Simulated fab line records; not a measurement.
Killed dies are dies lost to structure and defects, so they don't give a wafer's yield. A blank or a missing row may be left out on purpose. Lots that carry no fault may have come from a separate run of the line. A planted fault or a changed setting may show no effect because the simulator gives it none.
Which of the tools did it? ; flow n5_finfet ; 36 wafers sampled from 12 lots at 1 step of a route of 1938

## WHAT EACH GAUGE READ, for each wafer
N5_FIN_SAQP_OCD_MEAS_76.
lot;measured;on;trench_depth_nm (nm)
L075;day 2 07:59;ocd-01;117.4 119.2 121.3
L077;day 2 21:10;ocd-02;118.1 122.7 121.0
L079;day 3 10:34;ocd-01;120.3 121.2 122.8
L081;day 3 22:17;ocd-02;121.1 122.9 121.2
L083;day 4 08:29;ocd-02;118.2 120.8 120.6
L085;day 4 21:10;ocd-01;123.1 122.2 123.8
L087;day 5 09:14;ocd-01;123.0 122.1 119.3
L089;day 5 20:27;ocd-01;119.4 124.6 119.7
L091;day 6 08:32;ocd-01;118.5 121.3 119.3
L093;day 6 19:41;ocd-02;125.4 122.7 118.9
L095;day 7 09:15;ocd-02;121.3 118.3 117.2
L097;day 8 01:11;ocd-02;118.1 119.3 118.4

## WHICH TOOL RAN EACH LOT (tool, then ch and the chambers of the sampled wafers, then the start)
Before these readings, the record contains no process step.

## THE ANSWER, worked out from the rows above alone
Rule: usual is defined by the lots themselves. The widest of any qualifying gaps counts: lots, ordered by their means at a reading, are off when they make up no more than a third of the lots, leave a main group of 4 or more, and stand apart from it by 3 or more times the standard deviation of that group's means. A main group is skipped when, at the precision printed for the reading in the tables above, its means are all equal. Also off: a lot with no number at a reading for which 4 or more lots have one. Where the step has rows for the other lots, those lots are counted as sound.
None of the lots is off at any reading shown; this tells nothing.

## WHAT WAS PUT IN BY THE SIMULATOR
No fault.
